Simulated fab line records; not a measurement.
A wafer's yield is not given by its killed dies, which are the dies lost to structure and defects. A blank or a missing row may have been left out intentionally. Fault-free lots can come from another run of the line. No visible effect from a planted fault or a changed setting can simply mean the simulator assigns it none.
Matching of chambers + flow nand-harc + NHARC_A_STAIRCASE_CMP_472 on cmp-03 has 4 sister chambers
The step polishes SiO2. 4 wafers are shown with their chamber, then 9 later ones without.

WAFERS WITH THEIR CHAMBER
| wafer  | chamber | motor-current-A (A) |
|--------|---------|---------------------|
| L087.3 | 3       | 9.8                 |
| L088.1 | 2       | 12.4                |
| L088.3 | 0       | 13.3                |
| L088.4 | 1       | 11.1                |

WAFERS WITHOUT THEIR CHAMBER
| wafer  | motor-current-A (A) |
|--------|---------------------|
| L088.2 | 9.4                 |
| L088.5 | 11.4                |
| L088.6 | 13.7                |
| L090.1 | 10.0                |
| L090.2 | 10.8                |
| L090.4 | 12.8                |
| L092.1 | 10.4                |
| L092.3 | 9.0                 |
| L092.6 | 9.7                 |

WHICH CHAMBER EACH ONE RAN IN
| wafer  | from the rows above     | in truth |
|--------|-------------------------|----------|
| L088.2 | 3                       | 3        |
| L088.5 | can't be placed: 1 or 2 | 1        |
| L088.6 | 0                       | 0        |
| L090.1 | 3                       | 3        |
| L090.2 | can't be placed: 1 or 3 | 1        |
| L090.4 | can't be placed: 2 or 0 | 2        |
| L092.1 | can't be placed: 3 or 1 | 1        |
| L092.3 | 3                       | 3        |
| L092.6 | 3                       | 3        |
5 of 9 placed correctly. Not placeable from these rows: 4 (in 4, the candidates include the true chamber). 0 placed wrongly.
How it was worked out, from the rows above alone: a wafer's distance from a chamber is the root of the sum, over the readings, of the square of ((its reading less the chamber's mean) divided by the reading's scatter). The wafer belongs to the nearest chamber; if the next one is less than 2 further off, it can't be placed. A chamber's mean is the mean of its shown wafers. The scatter (one wafer shown for each chamber): square how far every hidden wafer sits from the nearest shown wafer, average those squares and take the square root.
